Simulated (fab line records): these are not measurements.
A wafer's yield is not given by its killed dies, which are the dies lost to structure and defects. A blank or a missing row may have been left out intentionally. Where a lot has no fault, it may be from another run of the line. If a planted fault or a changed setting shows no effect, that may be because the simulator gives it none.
Matching of chambers | flow nand harc | NHARC_A_DECK1_JOINT_CMP_13 on cmp-03: 4 sister chambers
The step polishes, target thk 51.023 nm. 8 wafers are shown with their chamber, then 7 later ones without.

WAFERS PAIRED WITH THEIR CHAMBERS
wafer  | chamber | motor current A (A) | time to endpoint s (s)
L074.4 | 0       | 13.3                | 8.0
L079.3 | 3       | 11.2                | 5.2
L082.1 | 0       | 13.8                | 4.7
L082.5 | 2       | 13.6                | 3.8
L084.1 | 2       | 12.6                | 5.7
L084.6 | 1       | 14.3                | 12.0
L089.1 | 3       | 10.5                | 6.5
L089.3 | 1       | 14.3                | 13.5

WAFERS WHOSE CHAMBER IS MISSING
wafer  | motor current A (A) | time to endpoint s (s)
L089.6 | 12.6                | 6.7
L090.2 | 14.6                | 12.7
L090.3 | 13.3                | 5.9
L090.6 | 10.7                | 7.5
L097.1 | 12.8                | 10.2
L097.2 | 10.7                | 9.7
L097.5 | 13.9                | 17.9

WHICH CHAMBER EACH WENT THROUGH
wafer  | from the rows above          | in truth
L089.6 | can't be placed: 2 or 0      | 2
L090.2 | 1                            | 1
L090.3 | can't be placed: 0 or 2      | 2
L090.6 | 3                            | 3
L097.1 | can't be placed: 0 or 1 or 2 | 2
L097.2 | 3                            | 3
L097.5 | 1                            | 1
Placed correctly: 4 of 7. These rows do not allow placing 3 (true chamber among the candidates in 3). Wrongly placed: 0.
How it was worked out, from the rows above alone: a wafer's distance from a chamber is the root of the sum, over the readings, of the square of ((its reading less the chamber's mean) divided by the reading's scatter). If the next closest chamber is less than 2 further off than the closest, the wafer can't be placed; otherwise it belongs to the closest. A chamber's mean is the mean of its shown wafers. The scatter: the root of (the sum of the squares of (reading less its chamber's mean) over the shown wafers, divided by (wafers less chambers)).
